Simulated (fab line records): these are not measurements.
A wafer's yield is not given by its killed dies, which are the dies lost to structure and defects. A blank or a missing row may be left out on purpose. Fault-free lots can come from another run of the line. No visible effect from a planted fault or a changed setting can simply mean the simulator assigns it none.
fab line records | flow n5-finfet | part 2 of 2: steps 23 to 29 of 29
record lots=5 | wafers=15 | last-day=17
route steps=1938 shown ILD0@346 SDB@347
lots with no fault: from the same line, run without faults
start-h: hours from the record's first day to the start of the lot's first wafer shown | wait-h: how many hours have passed since the lot's step before this one | " unchanged from the row above | L1.1+2: one row covering several wafers at once | - either no value or no given start | * or withheld: withheld | < > ~ a bound
route shown NAME@n: NAME is a module with steps in the file, n the number in the route of the first one | usual: the fault-free wafers' mean and standard deviation | same: alike in all rows | chamber/n: place in a boat | sites: the reading at each site | _std_site: the standard deviation of these | _edge_site: outer sites' mean less inner sites' | radius-mm: how far each site lies from the wafer's centre | mask NAME#n: copy n | behind: tool/chamber where the wafer was last shaped | hold: why the lot was held/for how many hours/how that ended | device: transistor that didn't switch, given as n, p or np | end of line: the same wafers' tests at the end of the route | where a step has no rows: the recipe by itself | killed: the dies lost at the first sort to structure and to defects; this is not the yield of the wafer | map: a wafer's dies, x killed, . not, _ none there
set.NAME: the setting the step ran with; set.NAME@STEP: the setting that earlier step ran with | model.NAME: the simulator's own value behind a step, which no gauge read
certain route steps with their lots: each step a table, each wafer a row
services: a tool's chamber out of use, with start hour (start-h, from the record's first day; less than 0 if before it), hours out, and reason
## steps
# step N5_SDB_ETCH_25
# recipe chemistry=C4F6/O2 | target=SiO2 | target-depth-a=100 | time-s=3.3 | ion-energy-ev=250 | mask-material=SiNx | pressure-mtorr=30 | source-w=345 | bias-w=185 | Ar_flow_sccm=300 | C4F6_flow_sccm=10 | O2_flow_sccm=10
# usual drypump-motor-current-A=5.6/0.5 | oes_ar_750_au=0.77/0.074 | oes-product-au=0.77/0.08 | rf-vpp-V=659/17 | showerhead-plenum-p-Torr=2.88/0.06 | throttle-valve-pct=21.19/0.3
lot.wafer | tool        | chamber | start-h | wait-h | drypump-motor-current-A | oes_ar_750_au | oes-product-au | rf-hours-counter-h | rf-vpp-V | showerhead-plenum-p-Torr | throttle-valve-pct
L075.1    | rie-diel-02 | 1       | 77.75   | 0.0    | 5.7                     | 0.80          | 0.80           | 98                 | 664      | 2.88                     | 21.43
L075.3    | "           | 0       | "       | "      | 6.1                     | 0.72          | 0.73           | 182                | 684      | 2.95                     | 21.54
L075.4    | "           | 3       | "       | "      | 5.3                     | 0.72          | 0.69           | 214                | 634      | 2.92                     | 21.37
L077.2    | rie-diel-05 | 3       | 91.24   | 0.0    | 5.7                     | 0.72          | 0.72           | 206                | 673      | 2.92                     | 21.06
L077.4    | "           | 0       | "       | "      | 6.3                     | 0.83          | 0.82           | 88                 | 640      | 2.78                     | 21.09
L077.5    | "           | 0       | "       | "      | 6.3                     | 0.83          | 0.82           | -                  | 641      | 2.78                     | 21.09
L080.1    | rie-diel-05 | 2       | 101.59  | 0.0    | 6.0                     | 0.89          | 0.89           | 30                 | 630      | 2.80                     | 20.94
L080.2    | "           | 3       | "       | "      | 5.6                     | 0.72          | 0.72           | 210                | 672      | 2.92                     | 21.06
L080.6    | "           | 2       | "       | "      | 5.9                     | 0.89          | 0.89           | -                  | 631      | 2.80                     | 20.96
L087.3    | rie-diel-02 | 2       | 146.50  | 0.1    | 5.1                     | 0.74          | 0.71           | 183                | 657      | 2.95                     | 21.31
L087.5    | "           | 0       | "       | "      | 6.2                     | 0.70          | 0.70           | -                  | 684      | 2.94                     | 21.57
L087.6    | "           | 3       | "       | "      | 5.3                     | 0.70          | 0.67           | -                  | 635      | 2.90                     | 21.39
L092.1    | rie-diel-05 | 3       | 175.04  | 0.0    | 5.6                     | 0.70          | 0.70           | 234                | 672      | 2.90                     | 21.12
L092.3    | "           | 0       | "       | "      | 6.3                     | 0.80          | 0.79           | 116                | 641      | 2.76                     | 21.14
L092.5    | "           | 3       | "       | "      | 5.6                     | 0.71          | 0.70           | -                  | 671      | 2.90                     | 21.10
# step N5_SDB_CUT_ETCH_26
# recipe chemistry=HBr/Cl2/O2 | target=Si | target-depth-a=1296 | bt-time-s=20 | mask-material=SiNx | time-s=51.8 | ion-energy-ev=* | bias-w=* | pressure-mtorr=10 | icp-w=800 | HBr_flow_sccm=150 | Cl2_flow_sccm=80 | O2_flow_sccm=12
# usual drypump-motor-current-A=5.5/0.47 | mfc-cl2-sccm=80.03/0.26 | oes-product-au=0.996/0.016 | throttle-valve-pct=37.4/0.34
lot.wafer | tool      | chamber | start-h | wait-h | drypump-motor-current-A | mfc-cl2-sccm | oes-product-au | rf-hours-counter-h | throttle-valve-pct
L075.1    | rie-si-02 | 3       | 77.84   | 0.1    | 5.8                     | 79.87        | 0.976          | 153                | 37.2
L075.3    | "         | 1       | "       | "      | 5.3                     | 80.20        | 0.999          | 123                | 37.4
L075.4    | "         | 2       | "       | "      | 5.2                     | 80.08        | 0.996          | 2                  | 37.9
L077.2    | rie-si-01 | 3       | 91.32   | 0.1    | 5.3                     | 79.88        | 0.984          | 5                  | 37.0
L077.4    | "         | 1       | "       | "      | 5.8                     | 79.99        | 0.998          | 112                | 37.6
L077.5    | "         | 1       | "       | "      | 5.8                     | 80.23        | 0.995          | -                  | 37.5
L080.1    | rie-si-03 | 2       | 101.67  | 0.1    | 5.0                     | 79.54        | 0.988          | 197                | 38.2
L080.2    | "         | 3       | "       | "      | 5.5                     | 79.87        | 1.031          | 159                | 37.6
L080.6    | "         | 0       | "       | "      | 5.6                     | 80.27        | 1.027          | -                  | 36.6
L087.3    | rie-si-01 | 3       | 146.58  | 0.1    | 5.4                     | 80.64        | 0.993          | 6                  | 37.0
L087.5    | "         | 2       | "       | "      | 4.9                     | 79.80        | 0.986          | -                  | 37.5
L087.6    | "         | 1       | "       | "      | 5.8                     | 80.21        | 1.000          | -                  | 37.5
L092.1    | rie-si-02 | 1       | 175.13  | 0.1    | 5.3                     | 80.18        | 1.001          | 125                | 37.4
L092.3    | "         | 3       | "       | "      | 5.8                     | 79.78        | 0.966          | 155                | 37.2
L092.5    | "         | 3       | "       | "      | 5.8                     | 80.21        | 0.973          | -                  | 37.2
# step N5_SDB_PRECLEAN_38
# recipe chemistry=dHF | time-s=10 | dilution=750:1 | temp-c=25
# usual temp-c=25.00/0.1
lot.wafer | tool         | chamber | start-h | wait-h | temp-c
L075.1    | wet-bench-02 | 5       | 77.95   | 0.1    | 24.95
L075.3    | "            | 2       | "       | "      | 24.99
L075.4    | "            | 4       | "       | "      | 25.12
L077.2    | wet-bench-04 | 5       | 91.44   | 0.1    | 24.91
L077.4    | "            | 1       | "       | "      | 25.00
L077.5    | "            | 4       | "       | "      | 25.02
L080.1    | wet-bench-04 | 7       | 101.79  | 0.1    | 24.93
L080.2    | "            | 4       | "       | "      | 25.04
L080.6    | "            | 5       | "       | "      | 25.16
L087.3    | wet-bench-06 | 3       | 146.70  | 0.1    | 25.01
L087.5    | "            | 4       | "       | "      | 25.03
L087.6    | "            | 1       | "       | "      | 25.11
L092.1    | wet-bench-02 | 4       | 175.24  | 0.1    | 25.13
L092.3    | "            | 5       | "       | "      | 25.11
L092.5    | "            | 7       | "       | "      | 25.03
# step N5_SDB_PRECLEAN_39
# recipe chemistry=O3/DIW | time-s=45 | temp-c=22 | o3-ppm=10
# usual temp-c=22.01/0.099
lot.wafer | tool         | chamber | start-h | wait-h | temp-c
L075.1    | wet-bench-02 | 5       | 77.96   | 0.0    | 21.86
L075.3    | "            | 2       | "       | "      | 22.11
L075.4    | "            | 4       | "       | "      | 21.92
L077.2    | wet-bench-04 | 5       | 91.44   | 0.0    | 22.24
L077.4    | "            | 1       | "       | "      | 22.14
L077.5    | "            | 4       | "       | "      | 21.94
L080.1    | wet-bench-04 | 7       | 101.80  | 0.0    | 22.05
L080.2    | "            | 4       | "       | "      | 22.09
L080.6    | "            | 5       | "       | "      | 21.82
L087.3    | wet-bench-06 | 3       | 146.70  | 0.0    | 22.04
L087.5    | "            | 4       | "       | "      | 22.05
L087.6    | "            | 1       | "       | "      | 21.88
L092.1    | wet-bench-02 | 4       | 175.25  | 0.0    | 22.00
L092.3    | "            | 5       | "       | "      | 22.11
L092.5    | "            | 7       | "       | "      | 22.01
# step N5_SDB_SRD_28
# recipe dry=ipa-marangoni | time-s=30 | temp-c=23 | rinse-liquid=diw
# usual temp-c=23.00/0.12
lot.wafer | tool         | chamber | start-h | wait-h | temp-c
L075.1    | wet-bench-02 | 5       | 77.97   | 0.0    | 22.99
L075.3    | "            | 2       | "       | "      | 23.07
L075.4    | "            | 4       | "       | "      | 22.97
L077.2    | wet-bench-04 | 5       | 91.46   | 0.0    | 22.87
L077.4    | "            | 1       | "       | "      | 22.94
L077.5    | "            | 4       | "       | "      | 23.02
L080.1    | wet-bench-04 | 7       | 101.81  | 0.0    | 22.97
L080.2    | "            | 4       | "       | "      | 23.15
L080.6    | "            | 5       | "       | "      | 22.81
L087.3    | wet-bench-06 | 3       | 146.72  | 0.0    | 22.95
L087.5    | "            | 4       | "       | "      | 22.79
L087.6    | "            | 1       | "       | "      | 22.91
L092.1    | wet-bench-02 | 4       | 175.26  | 0.0    | 22.92
L092.3    | "            | 5       | "       | "      | 22.91
L092.5    | "            | 7       | "       | "      | 22.96
# step N5_SDB_ALD_29
# recipe material=SiNx | target-thk-a=300 | temp-c=400 | ald-precursor-family=SiH2I2 | ald-co-reactant=N2/H2-plasma | pulse-time-s=1 | ald-cycles=600 | purge-time-s=2 | co-reactant-purge-time-s=2 | pressure-torr=2
# usual heater-power-w=819/100 | precursor-pulse-height-rel=1.001/0.018
lot.wafer | tool       | chamber | start-h | wait-h | heater-power-w | precursor-pulse-height-rel
L075.1    | ald-sin-01 | 0       | 78.02   | 0.0    | 789            | 0.999
L075.3    | "          | 1       | "       | "      | 818            | 0.979
L075.4    | "          | 3       | "       | "      | 819            | 1.001
L077.2    | ald-sin-01 | 2       | 93.51   | 2.0    | 908            | 1.002
L077.4    | "          | 1       | "       | "      | 849            | 0.992
L077.5    | "          | 1       | 94.86   | 3.4    | 818            | 0.999
L080.1    | ald-sin-04 | 3       | 101.86  | 0.0    | 664            | 0.978
L080.2    | "          | 2       | "       | "      | 774            | 0.991
L080.6    | "          | 1       | 103.21  | 1.4    | 846            | 0.969
L087.3    | ald-sin-03 | 1       | 146.77  | 0.0    | 792            | 0.966
L087.5    | "          | 0       | 148.12  | 1.4    | 973            | 1.016
L087.6    | "          | 3       | "       | "      | 713            | 1.016
L092.1    | ald-sin-04 | 0       | 175.31  | 0.0    | 698            | 1.011
L092.3    | "          | 1       | "       | "      | 847            | 1.009
L092.5    | "          | 3       | 176.66  | 1.4    | 684            | 1.027
# step N5_SDB_CMP_30
# recipe stop-on=poly-Si | t-overpolish-s=1.54 | post-cmp-clean=alkaline-brush | down-force-psi=4.1491 | platen-rpm=51.796 | pad-velocity-m-s=1.0306 | target-thk-nm=30
# usual head-pressure-psi=4.149/0.0085 | motor-current-A=12.1/1.2 | overpolish-run-s=1.542/0.0089 | time-to-endpoint-s=16.1/3
lot.wafer | tool   | chamber | start-h | wait-h | head-pressure-psi | motor-current-A | overpolish-run-s | time-to-endpoint-s
L075.3    | cmp-03 | 3       | 80.79   | 1.4    | 4.156             | 11.8            | 1.545            | 17.8
L075.4    | "      | 0       | "       | "      | 4.162             | 11.8            | 1.538            | 9.9
L075.1    | "      | 1       | "       | "      | 4.164             | 14.1            | 1.534            | 14.5
L077.4    | cmp-03 | 0       | 96.28   | 1.4    | 4.149             | 12.5            | 1.546            | 11.2
L077.2    | "      | 1       | "       | "      | 4.145             | 14.2            | 1.528            | 16.6
L077.5    | "      | 0       | "       | "      | 4.147             | 12.0            | 1.535            | 11.8
L080.2    | cmp-02 | 0       | 104.59  | 1.4    | 4.160             | 12.2            | 1.543            | 19.8
L080.1    | "      | 1       | "       | "      | 4.151             | 11.4            | 1.544            | 12.2
L080.6    | "      | 0       | "       | "      | 4.151             | 12.5            | 1.537            | 18.6
L087.3    | cmp-04 | 0       | 149.50  | 1.4    | 4.151             | 12.7            | 1.532            | 17.7
L087.6    | "      | 0       | "       | "      | 4.164             | 12.6            | 1.539            | 18.3
L087.5    | "      | 1       | "       | "      | 4.157             | 14.0            | 1.524            | 21.4
L092.1    | cmp-02 | 3       | 178.12  | 1.5    | 4.134             | 12.4            | 1.528            | 12.7
L092.3    | "      | 0       | "       | "      | 4.147             | 12.1            | 1.541            | 17.6
L092.5    | "      | 1       | "       | "      | 4.151             | 11.5            | 1.534            | 16.3
## services
tool            | chamber | start-h | hours | kind
ald-sin-01      | -       | 62.04   | 2.5   | repair
arfi-scanner-03 | -       | 65.00   | 1.0   | pm
arfi-scanner-03 | -       | 76.34   | 0.5   | repair
rie-diel-06     | 3       | 89.22   | 5.0   | repair
ald-sin-04      | -       | 89.69   | 1.2   | repair
cmp-02          | -       | 92.92   | 8.0   | repair
cmp-02          | -       | 103.92  | 0.5   | repair
ald-sin-01      | -       | 112.61  | 0.8   | repair
pecvd-02        | -       | 114.96  | 5.5   | pm
rie-diel-05     | 1       | 121.32  | 1.8   | repair
arfi-scanner-03 | -       | 123.63  | 0.7   | repair
ald-sin-04      | 3       | 123.68  | 6.9   | repair
arfi-scanner-03 | -       | 135.27  | 1.7   | repair
plasma-asher-02 | -       | 144.48  | 0.7   | repair
arfi-scanner-03 | -       | 149.31  | 1.0   | pm
cmp-03          | -       | 151.95  | 0.4   | repair
rie-si-01       | -       | 157.73  | 0.3   | repair
wet-bench-04    | -       | 161.40  | 1.6   | repair
arfi-scanner-03 | -       | 169.69  | 0.8   | pm
plasma-asher-02 | -       | 170.78  | 1.3   | repair
rie-diel-06     | 1       | 173.12  | 2.4   | repair
rie-diel-06     | 0       | 174.16  | 8.3   | repair
arfi-scanner-03 | -       | 175.69  | 1.3   | pm
arfi-scanner-03 | -       | 177.34  | 0.7   | repair
